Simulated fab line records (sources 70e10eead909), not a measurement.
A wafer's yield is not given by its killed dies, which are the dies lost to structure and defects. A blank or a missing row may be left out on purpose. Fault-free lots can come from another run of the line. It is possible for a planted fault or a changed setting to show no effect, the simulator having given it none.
Matching of chambers || flow nand harc || 4 sister chambers for NHARC_A_WL_FILL_ALD_00 on ald hk-01
The step deposits Al2O3, target thk 3 nm, pulse time 3 s, ald cycles 30. 8 wafers are shown with their chamber, then 10 later ones without.

== WAFERS WITH THEIR CHAMBER ==
{"wafer": "L078.3", "chamber": 2, "heater power w (W)": 428, "precursor pulse height rel": 1.024}
{"wafer": "L081.3", "chamber": 0, "heater power w (W)": 449, "precursor pulse height rel": 0.993}
{"wafer": "L081.5", "chamber": 3, "heater power w (W)": 425, "precursor pulse height rel": 0.981}
{"wafer": "L084.1", "chamber": 1, "heater power w (W)": 393, "precursor pulse height rel": 1.004}
{"wafer": "L084.2", "chamber": 0, "heater power w (W)": 456, "precursor pulse height rel": 0.989}
{"wafer": "L084.4", "chamber": 3, "heater power w (W)": 424, "precursor pulse height rel": 1.014}
{"wafer": "L089.2", "chamber": 1, "heater power w (W)": 405, "precursor pulse height rel": 0.966}
{"wafer": "L089.3", "chamber": 2, "heater power w (W)": 410, "precursor pulse height rel": 1.002}

== WAFERS WHOSE CHAMBER IS MISSING ==
{"wafer": "L089.4", "heater power w (W)": 426, "precursor pulse height rel": 0.980}
{"wafer": "L089.1", "heater power w (W)": 422, "precursor pulse height rel": 0.989}
{"wafer": "L089.5", "heater power w (W)": 415, "precursor pulse height rel": 0.990}
{"wafer": "L089.6", "heater power w (W)": 411, "precursor pulse height rel": 1.001}
{"wafer": "L094.1", "heater power w (W)": 431, "precursor pulse height rel": 0.989}
{"wafer": "L094.2", "heater power w (W)": 412, "precursor pulse height rel": 0.954}
{"wafer": "L094.5", "heater power w (W)": 417, "precursor pulse height rel": 1.017}
{"wafer": "L094.3", "heater power w (W)": 423, "precursor pulse height rel": 1.004}
{"wafer": "L094.4", "heater power w (W)": 421, "precursor pulse height rel": 0.988}
{"wafer": "L094.6", "heater power w (W)": 425, "precursor pulse height rel": 1.037}

== EACH ONE'S CHAMBER ==
{"wafer": "L089.4", "from the rows above": "can't be placed: 3 or 2", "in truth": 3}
{"wafer": "L089.1", "from the rows above": "can't be placed: 3 or 2", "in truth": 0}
{"wafer": "L089.5", "from the rows above": "can't be placed: 3 or 2 or 1", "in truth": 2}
{"wafer": "L089.6", "from the rows above": "can't be placed: 2 or 3 or 1", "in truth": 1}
{"wafer": "L094.1", "from the rows above": "can't be placed: 3 or 2 or 0", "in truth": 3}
{"wafer": "L094.2", "from the rows above": "can't be placed: 1 or 3 or 2", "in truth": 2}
{"wafer": "L094.5", "from the rows above": "can't be placed: 2 or 3", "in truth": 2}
{"wafer": "L094.3", "from the rows above": "can't be placed: 3 or 2", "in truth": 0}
{"wafer": "L094.4", "from the rows above": "can't be placed: 3 or 2", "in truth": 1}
{"wafer": "L094.6", "from the rows above": "can't be placed: 2 or 3", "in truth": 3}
0 of 10 placed correctly. Cannot be placed on the basis of these rows: 10; the candidates contain the true chamber in 7. Wrongly placed: 0.
How it was worked out, from the rows above alone: a wafer's distance from a chamber is the root of the sum, over the readings, of the square of ((its reading less the chamber's mean) divided by the reading's scatter). If the next closest chamber is less than 2 further off than the closest, the wafer can't be placed; otherwise it belongs to the closest. The mean given for a chamber averages the wafers shown for that chamber. The scatter: the root of (the sum of the squares of (reading less its chamber's mean) over the shown wafers, divided by (wafers less chambers)).
